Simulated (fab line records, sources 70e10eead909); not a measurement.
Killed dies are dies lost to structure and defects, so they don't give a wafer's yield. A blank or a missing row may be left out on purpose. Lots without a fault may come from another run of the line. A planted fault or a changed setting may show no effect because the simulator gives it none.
Chamber matching | flow nand_harc | NHARC_A_STAIRCASE_ETCH_444 on rie_diel-09: 4 sister chambers
The step etches the open film in C4F8/O2, target depth 10200 nm, time 3400 s. 8 wafers are shown with their chamber, then 10 later ones without.

WAFERS WITH THEIR CHAMBER
wafer  | chamber | rf_vpp_V (V) | oes_product_au (a.u.)
L084.1 | 3       | 808          | 0.927
L082.4 | 3       | 807          | 0.933
L082.6 | 2       | 806          | 0.923
L085.1 | 1       | 813          | 0.926
L085.2 | 2       | 807          | 0.917
L085.3 | 0       | 801          | 0.917
L085.4 | 1       | 815          | 0.920
L085.5 | 0       | 800          | 0.919

WAFERS WITHOUT THEIR CHAMBER
wafer  | rf_vpp_V (V) | oes_product_au (a.u.)
L085.6 | 808          | 0.920
L087.1 | 807          | 0.927
L087.2 | 806          | 0.925
L087.3 | 802          | 0.922
L087.4 | 814          | 0.922
L087.5 | 807          | 0.923
L087.6 | 808          | 0.923
L091.1 | 816          | 0.918
L091.3 | 800          | 0.917
L091.4 | 807          | 0.921

WHICH CHAMBER EACH WENT THROUGH
wafer  | from the rows above     | in truth
L085.6 | can't be placed: 2 or 3 | 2
L087.1 | can't be placed: 3 or 2 | 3
L087.2 | can't be placed: 2 or 3 | 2
L087.3 | 0                       | 0
L087.4 | 1                       | 1
L087.5 | can't be placed: 2 or 3 | 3
L087.6 | can't be placed: 2 or 3 | 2
L091.1 | 1                       | 1
L091.3 | 0                       | 0
L091.4 | can't be placed: 2 or 3 | 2
Placed correctly: 4 of 10. Can't be placed from these rows: 6 (the true chamber is among the candidates in 6). Placed wrongly: 0.
How it was worked out, from the rows above alone: a wafer's distance from a chamber is the root of the sum, over the readings, of the square of ((its reading less the chamber's mean) divided by the reading's scatter). The wafer belongs to the nearest chamber; if the next one is less than 2 further off, it can't be placed. A chamber's mean is the mean of its shown wafers. The scatter: the root of (the sum of the squares of (reading less its chamber's mean) over the shown wafers, divided by (wafers less chambers)).
